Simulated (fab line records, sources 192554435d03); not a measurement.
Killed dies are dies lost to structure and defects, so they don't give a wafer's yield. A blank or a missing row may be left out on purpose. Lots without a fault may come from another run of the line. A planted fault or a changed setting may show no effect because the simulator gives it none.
Split-lot experiment | flow n5_finfet | 7 lots, 39 wafers read, on a route of 1938 steps

THE SPLIT
At N5_HKMG_FIN_CVD_62 (deposits a-Si from Si2H6, target thk 3 nm, time 20.8 s), the setting time_s was moved away from the recipe's 20.8 s on 18 of the 39 wafers read, by -58.7% to +57.3%. The other wafers ran this setting at the recipe's value.

The reading is taken at the split's own step.

THE READING
a-Si_of_HKMG_FIN_CVD_62.thk_nm (the simulator's own value, which no gauge read), in nm, at N5_HKMG_FIN_CVD_62 (deposits a-Si from Si2H6, target thk 3 nm, time 20.8 s). The file gives no usual value for it. The 21 wafers here that ran the recipe average 3.0 nm, standard deviation 0.097 nm.

wafer  | tool, chamber at the split | time_s as run, s | against the recipe | a-Si_of_HKMG_FIN_CVD_62.thk_nm, nm | against lot-mates on the recipe
L078.1 | thermal_cvd_si-02, 1       | 20.8             | recipe             | 2.8                                | -
L078.2 | thermal_cvd_si-02, 2       | 20.8             | recipe             | 3                                  | -
L078.4 | thermal_cvd_si-02, 2       | 20.8             | recipe             | 3                                  | -
L078.3 | thermal_cvd_si-02, 0,0,1   | 28.44            | +36.7%             | 4                                  | +1.1
L078.5 | thermal_cvd_si-02, 0,0,1   | 28.44            | +36.7%             | 4                                  | +1.1
L078.6 | thermal_cvd_si-02, 0,0,1   | 28.44            | +36.7%             | 4                                  | +1.1
L081.1 | thermal_cvd_si-02, 1       | 20.8             | recipe             | 3.2                                | -
L081.2 | thermal_cvd_si-02, 2,1     | 32.71            | +57.3%             | 4.8                                | +1.7
L081.6 | thermal_cvd_si-02, 2,1     | 32.71            | +57.3%             | 4.8                                | +1.7
L081.3 | thermal_cvd_si-02, 0       | 32.71            | +57.3%             | 5                                  | +1.9
L081.4 | thermal_cvd_si-02, 2,0     | 20.8             | recipe             | 3                                  | -
L081.5 | thermal_cvd_si-02, 2,0     | 20.8             | recipe             | 3                                  | -
L083.1 | thermal_cvd_si-01, 2,1     | 15.01            | -27.8%             | 2.2                                | -0.9
L083.5 | thermal_cvd_si-01, 2,1     | 15.01            | -27.8%             | 2.2                                | -0.9
L083.2 | thermal_cvd_si-01, 0       | 20.8             | recipe             | 3.2                                | -
L083.3 | thermal_cvd_si-01, 1       | 15.01            | -27.8%             | 2.4                                | -0.7
L083.4 | thermal_cvd_si-01, 0,2     | 20.8             | recipe             | 3                                  | -
L083.6 | thermal_cvd_si-01, 0,2     | 20.8             | recipe             | 3                                  | -
L086.1 | thermal_cvd_si-02, 0,1     | 20.8             | recipe             | 3                                  | -
L086.5 | thermal_cvd_si-02, 0,1     | 20.8             | recipe             | 3                                  | -
L086.2 | thermal_cvd_si-02, 1       | 15.5             | -25.5%             | 2                                  | -0.9
L086.3 | thermal_cvd_si-02, 2       | 20.8             | recipe             | 2.8                                | -
L086.4 | thermal_cvd_si-02, 2,0     | 15.5             | -25.5%             | 2.2                                | -0.7
L086.6 | thermal_cvd_si-02, 2,0     | 15.5             | -25.5%             | 2.2                                | -0.7
L091.1 | thermal_cvd_si-01, 0,2,0   | 20.8             | recipe             | 3                                  | -
L091.4 | thermal_cvd_si-01, 0,2,0   | 20.8             | recipe             | 3                                  | -
L091.6 | thermal_cvd_si-01, 0,2,0   | 20.8             | recipe             | 3                                  | -
L092.1 | thermal_cvd_si-02, 1,2,0   | 20.8             | recipe             | 3                                  | -
L092.2 | thermal_cvd_si-02, 1,2,0   | 20.8             | recipe             | 3                                  | -
L092.5 | thermal_cvd_si-02, 1,2,0   | 20.8             | recipe             | 3                                  | -
L092.3 | thermal_cvd_si-02, 0,1,2   | 24.99            | +20.1%             | 3.6                                | +0.6
L092.4 | thermal_cvd_si-02, 0,1,2   | 24.99            | +20.1%             | 3.6                                | +0.6
L092.6 | thermal_cvd_si-02, 0,1,2   | 24.99            | +20.1%             | 3.6                                | +0.6
L096.1 | thermal_cvd_si-02, 0,1     | 8.599            | -58.7%             | 1.4                                | -1.7
L096.2 | thermal_cvd_si-02, 0,1     | 8.599            | -58.7%             | 1.4                                | -1.7
L096.3 | thermal_cvd_si-02, 2       | 20.8             | recipe             | 3                                  | -
L096.4 | thermal_cvd_si-02, 2       | 20.8             | recipe             | 3                                  | -
L096.5 | thermal_cvd_si-02, 1       | 8.599            | -58.7%             | 1.2                                | -1.9
L096.6 | thermal_cvd_si-02, 0       | 20.8             | recipe             | 3.2                                | -
Where a row lists several chambers, the file gives one row for several wafers and doesn't say which wafer went through which chamber.

THE FIT
A straight line over all 39 wafers: a-Si_of_HKMG_FIN_CVD_62.thk_nm changes by +0.0299 nm for each +1% of time_s; r = +0.99; the points scatter about the line by 0.11 nm.
The same after taking each lot's own level away (the mean of its wafers on the recipe; 39 wafers): +0.0302 nm for each +1%; r = +1.00; scatter 0.086 nm.
On that fit, the largest move of time_s shifts the reading by 1.8 nm.
The lots' own levels span 2.93 to 3.07 nm, that is 1.4 times the standard deviation above.
So the lot-to-lot level changes the slope little: the two slopes agree.
Check: with one of the wafers moved furthest among these (-58.7%) left out of the fit, the line predicts -1.78 nm for it against its lot-mates. It came out at -1.67 nm against them.

OTHER SPLITS ON THESE WAFERS
These wafers also went through other splits before the reading. Each is held against what the fit with the lots' levels taken away leaves over:
other split on the same wafers     | wafers away from the commonest value | r with a-Si_of_HKMG_FIN_CVD_62.thk_nm (lot level and that fit taken away)
N5_FIN_SAQP_HM_DEP_03 target_thk_a | 9                                    | -0.17

THE FILE'S OWN FIT
a-Si_of_HKMG_FIN_CVD_62.thk_nm changes by +0.0302 nm for each +1% of time_s, r = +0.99.
